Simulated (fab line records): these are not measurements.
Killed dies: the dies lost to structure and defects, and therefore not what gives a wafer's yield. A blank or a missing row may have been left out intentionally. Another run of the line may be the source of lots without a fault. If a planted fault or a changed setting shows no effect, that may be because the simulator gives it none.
Split-lot study :: flow n5 finfet :: route with 1938 steps; 7 lots, 21 wafers read

THE SPLIT
At N5_DUMMY_GATE_PECVD_30 (deposits SiO2 from TEOS/O2, target thk 55 nm, time 10.8 s), the setting time s was moved away from the recipe's 10.8 s on 7 of the 21 wafers read, by -13.1% to +8.1%. This setting was run at the recipe's value on the other wafers.

The reading is taken at the split's own step.

THE READING
SiO2_of_DUMMY_GATE_PECVD_30.thk nm (the simulator's own value, which no gauge read), in nm, at N5_DUMMY_GATE_PECVD_30 (deposits SiO2 from TEOS/O2, target thk 55 nm, time 10.8 s). There is no usual value for it anywhere in the file. The 14 wafers here that ran the recipe average 55.2 nm, standard deviation 0.6 nm.

wafer: L075.1
tool, chamber at the split: pecvd-01, 2
time s as run, s: 9.625
against the recipe: -10.9%
SiO2_of_DUMMY_GATE_PECVD_30.thk nm, nm: 49.6
against lot-mates on the recipe: -6.0

wafer: L075.2
tool, chamber at the split: pecvd-01, 1
time s as run, s: 10.8
against the recipe: recipe
SiO2_of_DUMMY_GATE_PECVD_30.thk nm, nm: 55.6
against lot-mates on the recipe: -

wafer: L075.4
tool, chamber at the split: pecvd-01, 1
time s as run, s: 9.625
against the recipe: -10.9%
SiO2_of_DUMMY_GATE_PECVD_30.thk nm, nm: 50.4
against lot-mates on the recipe: -5.2

wafer: L081.2
tool, chamber at the split: pecvd-02, 0
time s as run, s: 10.8
against the recipe: recipe
SiO2_of_DUMMY_GATE_PECVD_30.thk nm, nm: 54.4
against lot-mates on the recipe: -

wafer: L081.4
tool, chamber at the split: pecvd-02, 2
time s as run, s: 10.8
against the recipe: recipe
SiO2_of_DUMMY_GATE_PECVD_30.thk nm, nm: 54.6
against lot-mates on the recipe: -

wafer: L081.6
tool, chamber at the split: pecvd-02, 1
time s as run, s: 10.8
against the recipe: recipe
SiO2_of_DUMMY_GATE_PECVD_30.thk nm, nm: 56
against lot-mates on the recipe: -

wafer: L084.1
tool, chamber at the split: pecvd-01, 2
time s as run, s: 10.27
against the recipe: -4.9%
SiO2_of_DUMMY_GATE_PECVD_30.thk nm, nm: 52.6
against lot-mates on the recipe: -3.4

wafer: L084.5
tool, chamber at the split: pecvd-01, 1
time s as run, s: 10.27
against the recipe: -4.9%
SiO2_of_DUMMY_GATE_PECVD_30.thk nm, nm: 53
against lot-mates on the recipe: -3.0

wafer: L084.6
tool, chamber at the split: pecvd-01, 0
time s as run, s: 10.8
against the recipe: recipe
SiO2_of_DUMMY_GATE_PECVD_30.thk nm, nm: 56
against lot-mates on the recipe: -

wafer: L086.1
tool, chamber at the split: pecvd-01, 2
time s as run, s: 10.8
against the recipe: recipe
SiO2_of_DUMMY_GATE_PECVD_30.thk nm, nm: 55.6
against lot-mates on the recipe: -

wafer: L086.4
tool, chamber at the split: pecvd-01, 1
time s as run, s: 11.68
against the recipe: +8.1%
SiO2_of_DUMMY_GATE_PECVD_30.thk nm, nm: 60.2
against lot-mates on the recipe: +4.4

wafer: L086.5
tool, chamber at the split: pecvd-01, 0
time s as run, s: 10.8
against the recipe: recipe
SiO2_of_DUMMY_GATE_PECVD_30.thk nm, nm: 56
against lot-mates on the recipe: -

wafer: L090.1
tool, chamber at the split: pecvd-02, 2
time s as run, s: 10.8
against the recipe: recipe
SiO2_of_DUMMY_GATE_PECVD_30.thk nm, nm: 54.6
against lot-mates on the recipe: -

wafer: L090.2
tool, chamber at the split: pecvd-02, 0
time s as run, s: 10.8
against the recipe: recipe
SiO2_of_DUMMY_GATE_PECVD_30.thk nm, nm: 54.8
against lot-mates on the recipe: -

wafer: L090.4
tool, chamber at the split: pecvd-02, 0
time s as run, s: 10.8
against the recipe: recipe
SiO2_of_DUMMY_GATE_PECVD_30.thk nm, nm: 55.2
against lot-mates on the recipe: -

wafer: L095.1
tool, chamber at the split: pecvd-01, 2
time s as run, s: 9.383
against the recipe: -13.1%
SiO2_of_DUMMY_GATE_PECVD_30.thk nm, nm: 49
against lot-mates on the recipe: -6.4

wafer: L095.2
tool, chamber at the split: pecvd-01, 0
time s as run, s: 10.8
against the recipe: recipe
SiO2_of_DUMMY_GATE_PECVD_30.thk nm, nm: 55.4
against lot-mates on the recipe: -

wafer: L095.3
tool, chamber at the split: pecvd-01, 1
time s as run, s: 9.383
against the recipe: -13.1%
SiO2_of_DUMMY_GATE_PECVD_30.thk nm, nm: 47.6
against lot-mates on the recipe: -7.8

wafer: L096.1
tool, chamber at the split: pecvd-01, 0
time s as run, s: 10.8
against the recipe: recipe
SiO2_of_DUMMY_GATE_PECVD_30.thk nm, nm: 54.8
against lot-mates on the recipe: -

wafer: L096.2
tool, chamber at the split: pecvd-01, 1
time s as run, s: 10.8
against the recipe: recipe
SiO2_of_DUMMY_GATE_PECVD_30.thk nm, nm: 54.2
against lot-mates on the recipe: -

wafer: L096.6
tool, chamber at the split: pecvd-01, 2
time s as run, s: 10.8
against the recipe: recipe
SiO2_of_DUMMY_GATE_PECVD_30.thk nm, nm: 55.4
against lot-mates on the recipe: -

THE FIT
A straight line over all 21 wafers: SiO2_of_DUMMY_GATE_PECVD_30.thk nm changes by +0.521 nm for each +1% of time s; r = +0.98; the points scatter about the line by 0.62 nm.
The same after taking each lot's own level away (the mean of its wafers on the recipe; 21 wafers): +0.537 nm for each +1%; r = +0.99; scatter 0.49 nm.
According to that fit, moving time s by its largest amount changes the reading by 7 nm.
The span of the lots' own levels, 54.80 to 56.00 nm, comes to 2.0 times the standard deviation stated above.
The two slopes are in agreement: the lot-to-lot level therefore moves the slope only a little.
Check: with one of the wafers moved furthest among these (-13.1%) left out of the fit, the line predicts -7.31 nm for it against its lot-mates. It came out at -6.4 nm against them.

OTHER SPLITS ON THESE WAFERS
These wafers also went through other splits before the reading. Each is held against what the fit with the lots' levels taken away leaves over:
other split on the same wafers: N5_ZERO_LAYER_PECVD_02 time s
wafers away from the commonest value: 8
r with SiO2_of_DUMMY_GATE_PECVD_30.thk nm (lot level and that fit taken away): -0.07

other split on the same wafers: N5_ZERO_LAYER_COAT_05 spin rpm
wafers away from the commonest value: 7
r with SiO2_of_DUMMY_GATE_PECVD_30.thk nm (lot level and that fit taken away): +0.24

other split on the same wafers: N5_FIN_SAQP_PECVD_06 time s
wafers away from the commonest value: 6
r with SiO2_of_DUMMY_GATE_PECVD_30.thk nm (lot level and that fit taken away): -0.30

other split on the same wafers: N5_FIN_SAQP_EXPOSE_13 dose mj
wafers away from the commonest value: 9
r with SiO2_of_DUMMY_GATE_PECVD_30.thk nm (lot level and that fit taken away): +0.28

other split on the same wafers: N5_FIN_SAQP_ETCH_65 time s
wafers away from the commonest value: 6
r with SiO2_of_DUMMY_GATE_PECVD_30.thk nm (lot level and that fit taken away): +0.03

FILE'S OWN FIT
SiO2_of_DUMMY_GATE_PECVD_30.thk nm changes by +0.54 nm for each +1% of time s, r = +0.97.
